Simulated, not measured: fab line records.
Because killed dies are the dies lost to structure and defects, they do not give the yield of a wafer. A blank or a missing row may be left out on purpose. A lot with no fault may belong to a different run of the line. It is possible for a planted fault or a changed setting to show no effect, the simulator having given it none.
Chamber matching | flow nand harc | 4 sister chambers for NHARC_A_WL_FILL_ALD_10 on ald hk-04
The step deposits SiO2, target thk 50 nm, pulse time 10 s, ald cycles 500. 20 wafers are shown with their chamber, then 10 later ones without.

WAFERS PAIRED WITH THEIR CHAMBERS
wafer  | chamber | heater power w (W) | precursor pulse height rel
L074.3 | 2       | 468                | 0.996
L074.1 | 1       | 494                | 1.006
L074.2 | 0       | 389                | 1.010
L080.1 | 3       | 528                | 1.000
L080.5 | 3       | 523                | 0.994
L080.6 | 2       | 473                | 0.997
L082.4 | 3       | 543                | 0.997
L082.2 | 2       | 469                | 0.982
L082.5 | 3       | 519                | 1.022
L084.1 | 1       | 474                | 0.973
L084.2 | 0       | 380                | 1.022
L084.5 | 0       | 383                | 0.975
L086.1 | 1       | 478                | 1.011
L086.2 | 2       | 482                | 1.002
L086.4 | 0       | 381                | 1.011
L087.2 | 3       | 519                | 0.967
L087.3 | 1       | 474                | 1.012
L087.4 | 0       | 383                | 0.984
L089.2 | 1       | 484                | 0.994
L089.4 | 0       | 382                | 1.016

SIGNATURES (means of the wafers above)
reading                    | chamber 0 | chamber 1 | chamber 2 | chamber 3 | scatter within a chamber
heater power w             | 383.00    | 480.80    | 473.00    | 526.40    | 7.31
precursor pulse height rel | 1.00300   | 0.99920   | 0.99425   | 0.99600   | 0.017
Rule: a wafer lies at a distance from a chamber equal to the root of the sum of squares, over the readings, of (its reading less the chamber's mean, divided by the reading's scatter). The wafer belongs to the nearest chamber; if the next one is less than 2 further off, it can't be placed. The scatter: take each reading less its chamber's mean, square it, sum over the shown wafers, divide by the number of wafers less the number of chambers, and take the root.

WAFERS WITHOUT THEIR CHAMBER
wafer  | heater power w (W) | precursor pulse height rel
L089.5 | 472                | 0.989
L090.2 | 485                | 1.016
L090.4 | 383                | 1.035
L090.5 | 485                | 0.994
L095.4 | 536                | 0.995
L095.2 | 479                | 1.011
L095.6 | 477                | 1.016
L097.2 | 481                | 1.008
L097.4 | 526                | 1.006
L097.6 | 530                | 1.011

WHICH CHAMBER EACH ONE RAN IN
wafer  | from the rows above     | in truth
L089.5 | can't be placed: 2 or 1 | 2
L090.2 | can't be placed: 1 or 2 | 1
L090.4 | 0                       | 0
L090.5 | can't be placed: 1 or 2 | 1
L095.4 | 3                       | 3
L095.2 | can't be placed: 1 or 2 | 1
L095.6 | can't be placed: 1 or 2 | 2
L097.2 | can't be placed: 1 or 2 | 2
L097.4 | 3                       | 3
L097.6 | 3                       | 3
Correct placement for 4 of the 10. Cannot be placed on the basis of these rows: 6; the candidates contain the true chamber in 6. Placed wrongly: 0.
